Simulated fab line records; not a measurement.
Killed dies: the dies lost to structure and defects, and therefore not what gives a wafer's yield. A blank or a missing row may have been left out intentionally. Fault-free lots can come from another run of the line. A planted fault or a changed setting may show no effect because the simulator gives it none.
fab line records -- flow nand_harc
[record] lots = 14, wafers = 42, last_day = 33
route steps=1302 shown A_M1@1200 A_BONDPAD@1214
lots untouched by any fault: they come from a run of this same line in which no faults occurred
start_h: hours from the record's first day to the start of the lot's first wafer shown -- wait_h: hours from the lot's prior step to this one -- " unchanged from the row above -- L1.1+2: a row that stands for several wafers -- - either no value or no given start -- * or withheld: withheld -- < > ~ a bound
route shown NAME@n: names a module that has steps shown in the file, with the first one's number in the route -- usual: the fault-free wafers' mean and standard deviation -- same: alike in all rows -- chamber/n: place in a boat -- sites: per-site readings -- _std_site: their standard deviation -- _edge_site: the outer-site mean with the inner-site mean subtracted -- radius_mm: how far each site lies from the wafer's centre -- mask NAME#n: copy n -- behind: tool/chamber where the wafer was last shaped -- hold: what put the lot on hold/how long, in hours/how the hold closed -- device: the transistor (n, p or np) that didn't switch -- end of line: tests of these same wafers at the route's end -- for a step that has no rows: nothing shown but its recipe -- killed: dies lost to structure and defects at the first sort, not the wafer's yield -- map: shows each die of a wafer: x if killed, . if not, _ if none is there
set.NAME: the setting the step ran with; set.NAME@STEP: the setting that earlier step ran with -- model.NAME: the simulator's own value behind a step, which no gauge read
route steps across a sampled set of lots; one table per step, one row per wafer
services: the hour from which a tool's chamber was out of use, counted from the record's first day as start_h (under 0 if before that day), plus the number of hours and why
[[steps]]
[step NHARC_A_M1_PRE_CLEAN_32]
[recipe] time_s = 12, temp_c = 370, rf_power_w = 300, gas = NH3
[usual] heater_power_w = 646/69, rf_fwd_power_W = 292.6/0.91, susceptor_temp_C = 369.96/0.22
lot.wafer,tool,chamber,start_h,wait_h,heater_power_w,rf_fwd_power_W,susceptor_temp_C
L519.3,pecvd-01,0,520.08,0.1,726,291.6,370.20
L519.6,pecvd-01,1,520.08,0.1,780,293.7,370.01
L519.5,pecvd-01,2,520.08,0.1,673,293.3,370.34
L520.1,pecvd-01,1,532.43,0.1,749,292.0,369.92
L520.5,pecvd-01,0,532.43,0.1,708,290.6,370.27
L520.6,pecvd-01,1,532.43,0.1,743,291.2,369.73
L521.1,pecvd-04,0,541.60,0.1,661,291.4,370.28
L521.3,pecvd-04,2,541.60,0.1,653,290.8,369.89
L521.6,pecvd-04,1,541.60,0.1,609,292.1,370.30
L522.2,pecvd-04,1,545.96,0.1,623,292.0,370.13
L522.6,pecvd-04,1,545.96,0.1,621,291.5,370.25
L522.4,pecvd-04,2,545.96,0.1,620,292.1,369.66
L523.2,pecvd-04,0,547.95,0.1,671,292.7,369.87
L523.4,pecvd-04,0,547.95,0.1,666,293.0,370.06
L523.6,pecvd-04,2,547.95,0.1,543,294.6,370.04
L524.2,pecvd-04,2,573.52,0.1,586,294.2,369.84
L524.1,pecvd-04,0,573.52,0.1,675,292.4,369.59
L524.6,pecvd-04,0,573.52,0.1,668,292.1,369.68
L525.2,pecvd-04,2,594.04,0.1,587,293.9,370.16
L525.3,pecvd-04,0,594.04,0.1,579,292.5,369.78
L525.5,pecvd-04,2,594.04,0.1,576,293.0,369.91
L529.3,pecvd-03,1,627.75,0.1,721,292.1,370.01
L529.2,pecvd-03,0,627.75,0.1,778,291.0,369.93
L529.6,pecvd-03,1,627.75,0.1,715,291.7,369.50
L528.1,pecvd-01,2,634.55,0.1,639,292.5,369.95
L528.2,pecvd-01,0,634.55,0.1,640,293.2,369.72
L528.4,pecvd-01,2,634.55,0.1,646,291.9,370.27
L533.3,pecvd-04,0,663.39,0.1,712,293.0,369.76
L533.4,pecvd-04,0,663.39,0.1,686,293.7,369.94
L533.6,pecvd-04,2,663.39,0.1,669,292.2,369.80
L535.1,pecvd-04,1,685.78,0.1,598,291.9,369.95
L535.2,pecvd-04,2,685.78,0.1,615,291.6,369.89
L535.5,pecvd-04,1,685.78,0.1,615,292.9,369.80
L536.1,pecvd-03,2,687.15,0.1,489,292.3,369.99
L536.2,pecvd-03,0,687.15,0.1,659,294.2,370.11
L536.3,pecvd-03,1,687.15,0.1,668,292.2,370.10
L541.2,pecvd-04,0,738.36,0.1,601,292.9,369.94
L541.1,pecvd-04,1,738.36,0.1,594,292.1,369.53
L541.4,pecvd-04,2,738.36,0.1,587,292.5,369.66
L542.5,pecvd-01,2,750.38,0.1,631,291.6,369.74
L542.4,pecvd-01,0,750.38,0.1,648,293.2,369.43
L542.6,pecvd-01,1,750.38,0.1,734,294.2,369.83
[step NHARC_A_BONDPAD_DEVELOP_08]
[recipe] time_s = 50, dev_temp_c = 22
[usual] chill_plate_temp_C = 22.98/0.11, developer_temp_C = 22.01/0.11
lot.wafer,tool,chamber,start_h,wait_h,chill_plate_temp_C,developer_temp_C
L519.3,litho_track-07,0,521,-,23.05,21.95
L519.5,litho_track-07,0,521,-,23.14,22.06
L519.6,litho_track-07,0,521,-,22.92,21.96
L520.1,litho_track-03,0,534,-,23.18,22.04
L520.5,litho_track-03,0,534,-,23.10,22.04
L520.6,litho_track-03,0,534,-,23.07,21.92
L521.1,litho_track-07,0,543,-,22.96,21.99
L521.3,litho_track-07,0,543,-,23.10,22.08
L521.6,litho_track-07,0,543,-,23.03,22.09
L522.2,litho_track-02,0,547,-,23.04,22.17
L522.4,litho_track-02,0,547,-,23.04,22.17
L522.6,litho_track-02,0,547,-,23.10,21.99
L523.2,litho_track-03,0,549,-,22.79,21.74
L523.4,litho_track-03,0,549,-,22.86,21.86
L523.6,litho_track-03,0,549,-,23.03,21.75
L524.1,litho_track-02,0,575,-,22.80,22.23
L524.2,litho_track-02,0,575,-,22.99,22.26
L524.6,litho_track-02,0,575,-,22.91,22.14
L525.2,litho_track-03,0,595,-,22.96,22.10
L525.3,litho_track-03,0,595,-,23.01,22.11
L525.5,litho_track-03,0,595,-,23.09,22.15
L529.2,litho_track-07,0,629,-,22.90,22.03
L529.3,litho_track-07,0,629,-,23.02,22.06
L529.6,litho_track-07,0,629,-,22.95,21.97
L528.1,litho_track-02,0,636,-,23.05,21.94
L528.2,litho_track-02,0,636,-,23.02,21.90
L528.4,litho_track-02,0,636,-,23.03,21.78
L533.3,litho_track-07,0,665,-,23.00,21.97
L533.4,litho_track-07,0,665,-,22.97,21.84
L533.6,litho_track-07,0,665,-,23.00,22.03
L535.1,litho_track-03,-,687,-,-,-
L535.2,litho_track-03,-,687,-,-,-
L535.5,litho_track-03,-,687,-,-,-
L536.1,litho_track-07,-,688,-,-,-
L536.2,litho_track-07,-,688,-,-,-
L536.3,litho_track-07,-,688,-,-,-
L541.1,litho_track-02,0,740,-,22.95,22.14
L541.2,litho_track-02,0,740,-,23.05,22.06
L541.4,litho_track-02,0,740,-,22.94,22.20
L542.4,litho_track-07,0,751,-,23.12,22.06
L542.5,litho_track-07,0,751,-,23.10,22.14
L542.6,litho_track-07,0,751,-,22.96,22.16
[step NHARC_A_BONDPAD_ETCH_34]
[recipe] target_depth_a = 600, overetch_a = 180, time_s = 65.91, ion_energy_ev = 200, n2_flow_sccm = 150, h2_flow_sccm = 150, ar_flow_sccm = 0, rf_w = 400, bias_w = 150, chemistry = N2/H2
[usual] chamber_pressure_mTorr = 29.996/0.027, drypump_motor_current_A = 5.7/0.31, h2_flow_sccm = 150.0/0.5, oes_product_au = 0.996/0.012, rf_fwd_power_W = 396.0/1.7, rf_vpp_V = 428.8/1.9, showerhead_plenum_p_Torr = 1.98/0.065, throttle_valve_pct = 14.170/0.0098
lot.wafer,tool,chamber,start_h,wait_h,chamber_pressure_mTorr,drypump_motor_current_A,h2_flow_sccm,oes_product_au,rf_fwd_power_W,rf_hours_counter_h,rf_vpp_V,showerhead_plenum_p_Torr,throttle_valve_pct
L519.3,rie_diel-08,2,522.20,0.1,29.997,6.3,150.6,1.004,395.3,27,431.5,2.08,14.169
L519.6,rie_diel-08,2,522.20,0.1,30.001,6.3,149.5,0.997,395.1,-,430.6,2.08,14.178
L519.5,rie_diel-08,3,522.20,0.1,30.007,5.6,150.0,1.000,397.1,-,425.9,1.90,14.163
L520.1,rie_diel-06,3,534.56,0.1,30.003,5.4,149.9,1.003,397.4,0,427.4,1.93,14.166
L520.6,rie_diel-06,2,534.56,0.1,29.977,5.4,149.7,1.000,393.1,-,431.9,2.08,14.174
L520.5,rie_diel-06,3,534.56,0.1,29.974,5.4,150.7,1.010,396.9,-,428.4,1.93,14.170
L521.1,rie_diel-06,3,543.66,0.1,29.973,5.4,150.0,0.998,398.0,1,427.2,1.93,14.163
L521.3,rie_diel-06,1,543.66,0.1,29.968,5.4,150.1,0.976,397.0,1,427.8,1.92,14.166
L521.6,rie_diel-06,2,543.66,0.1,29.994,5.4,150.1,0.998,395.6,-,432.4,2.08,14.174
L522.2,rie_diel-06,2,548.10,0.1,30.016,5.4,149.9,1.005,395.0,1,431.5,2.08,14.183
L522.4,rie_diel-06,0,548.10,0.1,30.000,5.9,150.2,0.989,396.2,1,426.8,1.98,14.167
L522.6,rie_diel-06,3,548.10,0.1,29.947,5.4,149.7,0.999,396.3,-,428.9,1.93,14.168
L523.4,rie_diel-06,3,549.98,0.1,30.056,5.4,150.5,0.999,396.4,1,428.2,1.93,14.170
L523.2,rie_diel-06,0,549.98,0.1,30.012,5.8,149.8,0.982,396.7,1,429.9,1.98,14.184
L523.6,rie_diel-06,0,549.98,0.1,30.044,5.9,150.0,0.984,397.2,-,427.1,1.98,14.190
L524.1,rie_diel-05,1,575.67,0.1,29.999,6.1,149.9,1.006,392.6,59,426.1,1.89,14.177
L524.2,rie_diel-05,3,575.67,0.1,30.017,5.8,149.1,1.004,394.4,58,428.6,1.95,14.159
L524.6,rie_diel-05,1,575.67,0.1,29.991,6.1,149.3,1.001,395.6,-,425.3,1.89,14.172
L525.3,rie_diel-06,0,596.19,0.1,29.941,5.9,149.9,0.998,399.8,1,430.0,1.98,14.180
L525.2,rie_diel-06,2,596.19,0.1,29.950,5.4,151.0,1.007,395.1,3,431.6,2.08,14.155
L525.5,rie_diel-06,1,596.19,0.1,30.020,5.4,149.4,0.998,398.2,-,427.0,1.92,14.162
L529.2,rie_diel-06,1,629.92,0.1,30.018,5.4,150.5,0.989,395.6,3,427.7,1.92,14.177
L529.3,rie_diel-06,3,629.92,0.1,30.035,5.4,149.8,1.005,397.9,3,428.2,1.93,14.176
L529.6,rie_diel-06,2,629.92,0.1,29.989,5.4,149.6,0.995,396.4,-,431.8,2.08,14.164
L528.4,rie_diel-08,3,636.69,0.1,30.019,5.6,149.1,0.983,396.6,18,426.2,1.90,14.165
L528.1,rie_diel-08,0,636.69,0.1,29.995,6.1,150.0,0.998,395.8,15,431.4,2.05,14.177
L528.2,rie_diel-08,1,636.69,0.1,30.006,6.1,149.9,0.988,394.9,15,432.1,2.04,14.171
L533.4,rie_diel-08,3,665.54,0.1,30.026,5.6,149.7,1.002,394.0,21,426.8,1.90,14.159
L533.3,rie_diel-08,0,665.54,0.1,30.059,6.0,149.5,1.005,395.2,21,429.7,2.04,14.172
L533.6,rie_diel-08,0,665.54,0.1,30.033,6.1,149.9,0.998,395.5,-,430.3,2.04,14.175
L535.1,rie_diel-08,3,687.95,0.1,29.990,5.6,151.0,0.998,395.0,24,426.2,1.90,14.158
L535.2,rie_diel-08,0,687.95,0.1,29.997,6.0,150.2,1.006,395.2,24,430.4,2.04,14.164
L535.5,rie_diel-08,3,687.95,0.1,29.982,5.6,149.8,0.998,395.5,-,427.3,1.90,14.179
L536.3,rie_diel-05,3,689.19,0.1,29.953,5.7,149.8,0.991,395.2,28,428.5,1.94,14.166
L536.1,rie_diel-05,0,689.19,0.1,29.982,5.4,149.1,1.019,392.8,36,428.5,1.96,14.187
L536.2,rie_diel-05,2,689.19,0.1,30.008,6.1,150.8,1.012,396.9,30,429.5,1.99,14.149
L541.4,rie_diel-08,3,740.53,0.1,29.938,5.6,150.5,0.993,395.1,1,425.0,1.89,14.180
L541.1,rie_diel-08,0,740.53,0.1,29.999,6.1,150.8,1.002,392.2,1,429.1,2.04,14.145
L541.2,rie_diel-08,2,740.53,0.1,30.016,6.3,150.4,0.995,394.9,1,431.0,2.06,14.169
L542.4,rie_diel-06,0,752.36,0.1,29.967,5.9,150.4,0.984,397.3,3,429.8,1.98,14.160
L542.6,rie_diel-06,0,752.36,0.1,30.030,5.9,150.6,0.965,397.8,-,429.4,1.98,14.181
L542.5,rie_diel-06,1,752.36,0.1,30.014,5.3,149.6,0.995,399.4,-,425.9,1.92,14.174
[[services]]
tool,chamber,start_h,hours,kind
rie_diel-06,0,543.21,3.0,repair
rie_diel-08,-,544.86,9.0,pm
pecvd-03,-,547.74,13.0,pm
rie_diel-06,0,563.32,18.0,repair
litho_track-02,-,577.00,7.0,pm
rie_diel-08,0,578.58,4.5,repair
pecvd-03,-,581.13,2.8,repair
litho_track-07,-,601.00,7.0,pm
rie_diel-06,1,606.83,10.3,repair
litho_track-03,-,625.00,7.0,pm
pecvd-04,-,631.37,13.0,pm
rie_diel-08,3,639.83,13.3,repair
rie_diel-08,3,656.70,1.3,repair
rie_diel-06,-,661.20,9.0,pm
pecvd-01,-,673.40,13.0,pm
rie_diel-08,1,679.84,5.6,repair
rie_diel-08,2,682.15,12.8,repair
rie_diel-06,1,687.29,8.6,repair
rie_diel-06,1,696.92,12.9,repair
rie_diel-06,2,698.37,15.2,repair
rie_diel-08,-,721.97,9.0,pm
rie_diel-06,2,734.48,2.9,repair
pecvd-04,2,747.37,5.4,repair
litho_track-02,-,752.00,7.0,pm
[[key]]
[first_sign] step = NHARC_A_BONDPAD_DEVELOP_08, reading = tool_record, direction = missing
effect none on later readings
met_at NHARC_A_BONDPAD_DEVELOP_08
struck_lots L535,L536
later_rows_left_out L535.1,L535.2,L535.5,L536.1,L536.2,L536.3
sort_left_out L535.1,L535.2,L535.5,L536.1,L536.2,L536.3
not_acting_at NHARC_A_M1_PRE_CLEAN_32,NHARC_A_BONDPAD_ETCH_34
onset_between 665 687
[fault] kind = skipped_step_whole, tool = litho_track-03,litho_track-07, chamber = -, onset_h = 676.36, steps = NHARC_A_BONDPAD_DEVELOP_08, scope = struck_lots_only
// sort_left_out: the simulated sort isn't trusted on such a fault, so these wafers' sort isn't shown, and their yield isn't known
// later_rows_left_out: the simulator's readings of these wafers behind a module that went badly wrong aren't trusted and aren't shown, but for the sort
